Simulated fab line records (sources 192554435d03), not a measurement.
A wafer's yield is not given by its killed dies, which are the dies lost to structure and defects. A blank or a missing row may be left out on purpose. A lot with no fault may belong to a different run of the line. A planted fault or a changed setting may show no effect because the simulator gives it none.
Split-lot experiment -- flow n5 finfet -- 7 lots, 39 wafers read, on a route of 1938 steps

## THE SPLIT
At N5_WELL_APT_IMPLANT_15, the setting energy kev was moved away from the recipe's 25 on 15 of the 39 wafers read, by -5.8% to +15.2%. For the rest of the wafers, this setting stayed at what the recipe calls for.

Reading taken at the split's own step.

## THE READING
The simulator's own value implant.drp nm, read by no gauge, in nm at N5_WELL_APT_IMPLANT_15. No usual value for it is given in the file.

wafer,"tool, chamber at the split",energy kev as run,against the recipe,"implant.drp nm, nm",against lot-mates on the recipe
L075.1,"implanter-01, 0",25,recipe,8.457,-
L075.4,"implanter-01, 0",25,recipe,8.457,-
L075.5,"implanter-01, 0",25,recipe,8.457,-
L076.1,"implanter-01, 0",25,recipe,8.457,-
L076.2,"implanter-01, 0",25,recipe,8.457,-
L076.4,"implanter-01, 0",25,recipe,8.457,-
L076.3,"implanter-01, 0",28.81,+15.2%,9.362,+0.905
L076.5,"implanter-01, 0",28.81,+15.2%,9.362,+0.905
L076.6,"implanter-01, 0",28.81,+15.2%,9.362,+0.905
L077.1,"implanter-02, 0",25,recipe,8.457,-
L077.3,"implanter-02, 0",25,recipe,8.457,-
L077.6,"implanter-02, 0",25,recipe,8.457,-
L077.2,"implanter-02, 0",27.53,+10.1%,9.06,+0.603
L077.4,"implanter-02, 0",27.53,+10.1%,9.06,+0.603
L077.5,"implanter-02, 0",27.53,+10.1%,9.06,+0.603
L078.1,"implanter-01, 0",25,recipe,8.457,-
L078.5,"implanter-01, 0",25,recipe,8.457,-
L078.6,"implanter-01, 0",25,recipe,8.457,-
L078.2,"implanter-01, 0",23.54,-5.8%,8.105,-0.352
L078.3,"implanter-01, 0",23.54,-5.8%,8.105,-0.352
L078.4,"implanter-01, 0",23.54,-5.8%,8.105,-0.352
L084.1,"implanter-01, 0",25,recipe,8.457,-
L084.2,"implanter-01, 0",25,recipe,8.457,-
L084.3,"implanter-01, 0",25,recipe,8.457,-
L084.4,"implanter-01, 0",25,recipe,8.457,-
L084.5,"implanter-01, 0",25,recipe,8.457,-
L084.6,"implanter-01, 0",25,recipe,8.457,-
L085.1,"implanter-01, 0",27.6,+10.4%,9.076,+0.619
L085.4,"implanter-01, 0",27.6,+10.4%,9.076,+0.619
L085.6,"implanter-01, 0",27.6,+10.4%,9.076,+0.619
L085.2,"implanter-01, 0",25,recipe,8.457,-
L085.3,"implanter-01, 0",25,recipe,8.457,-
L085.5,"implanter-01, 0",25,recipe,8.457,-
L089.1,"implanter-01, 0",25,recipe,8.457,-
L089.4,"implanter-01, 0",25,recipe,8.457,-
L089.6,"implanter-01, 0",25,recipe,8.457,-
L089.2,"implanter-01, 0",28.47,+13.9%,9.282,+0.825
L089.3,"implanter-01, 0",28.47,+13.9%,9.282,+0.825
L089.5,"implanter-01, 0",28.47,+13.9%,9.282,+0.825

FIT RESULTS
A straight line over all 39 wafers: implant.drp nm changes by +0.0595 nm for each +1% of energy kev; r = +1.00; the points scatter about the line by 0.0013 nm.
The same after taking each lot's own level away (the mean of its wafers on the recipe; 39 wafers): +0.0595 nm for each +1%; r = +1.00; scatter 0.0013 nm.
The reading moves by 0.91 nm for the largest change in energy kev, on that fit.
The lots' own levels span 8.4570 to 8.4570 nm.
The two slopes agree, so the slope changes little with the lot-to-lot level.
Check: for one of the wafers moved furthest among these (+15.2%), held out of the fit, the line's prediction against its lot-mates is +0.907 nm. It came out at +0.905 nm against them.

## THE WHOLE CHAIN: every reading that the file lists as answering this split, in the file's order
step,what it does,reading,change (the file's fit),r (the file's)
N5_WELL_APT_IMPLANT_15,,"implant.rp nm (the simulator's own value, which no gauge read)",+0.137 nm for each +1% of the setting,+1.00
N5_WELL_APT_IMPLANT_15,,"implant.drp nm (the simulator's own value, which no gauge read)",+0.0595 nm for each +1% of the setting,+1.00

## THE FILE'S OWN FIT
implant.drp nm changes by +0.0595 nm for each +1% of energy kev, r = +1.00.
